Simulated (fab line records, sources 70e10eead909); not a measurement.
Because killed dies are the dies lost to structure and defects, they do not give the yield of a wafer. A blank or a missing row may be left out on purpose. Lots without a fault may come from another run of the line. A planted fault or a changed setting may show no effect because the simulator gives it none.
Chamber matching    flow nand_harc    4 sister chambers for NHARC_A_WL_FILL_ETCHBACK_26 on rie_si-03
The step etches the open film in HBr, target depth 52 nm, time 13.3 s. 8 wafers are shown with their chamber, then 9 later ones without.

WAFERS WITH THEIR CHAMBER
wafer   chamber  he_backside_leak_sccm (sccm)  hbr_flow_sccm (sccm)
L084.1  3        2.94                          150.5
L084.5  0        2.46                          149.7
L086.3  0        2.50                          149.2
L086.4  2        2.59                          151.2
L086.6  1        2.47                          149.9
L087.3  1        2.53                          149.8
L087.4  3        2.39                          150.3
L087.6  2        2.64                          149.8

WAFERS WITH NO CHAMBER GIVEN
wafer   he_backside_leak_sccm (sccm)  hbr_flow_sccm (sccm)
L090.2  2.45                          150.7
L090.5  2.72                          150.1
L090.6  2.43                          149.5
L097.1  2.40                          150.0
L097.3  2.43                          149.5
L097.5  2.50                          149.9
L094.1  2.89                          150.3
L094.3  2.42                          150.5
L094.5  2.49                          149.8

WHICH CHAMBER EACH ONE RAN IN
wafer   from the rows above                in truth
L090.2  can't be placed: 2 or 3 or 1 or 0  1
L090.5  can't be placed: 3 or 2 or 1 or 0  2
L090.6  can't be placed: 0 or 1 or 3 or 2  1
L097.1  can't be placed: 1 or 0 or 2 or 3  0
L097.3  can't be placed: 0 or 1 or 3 or 2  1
L097.5  can't be placed: 1 or 0 or 3 or 2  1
L094.1  can't be placed: 3 or 2 or 1 or 0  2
L094.3  can't be placed: 2 or 3 or 1 or 0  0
L094.5  can't be placed: 1 or 0 or 3 or 2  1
Correctly placed: 0 of 9. Not placeable from these rows: 9 (in 9, the candidates include the true chamber). Placed wrongly: 0.
How it was worked out, from the rows above alone: a wafer's distance from a chamber is the root of the sum, over the readings, of the square of ((its reading less the chamber's mean) divided by the reading's scatter). If the next closest chamber is less than 2 further off than the closest, the wafer can't be placed; otherwise it belongs to the closest. The mean given for a chamber averages the wafers shown for that chamber. How the scatter is found: for the shown wafers, subtract from each reading the mean of its chamber, square and add these, divide the total by (wafers less chambers), then take the root.
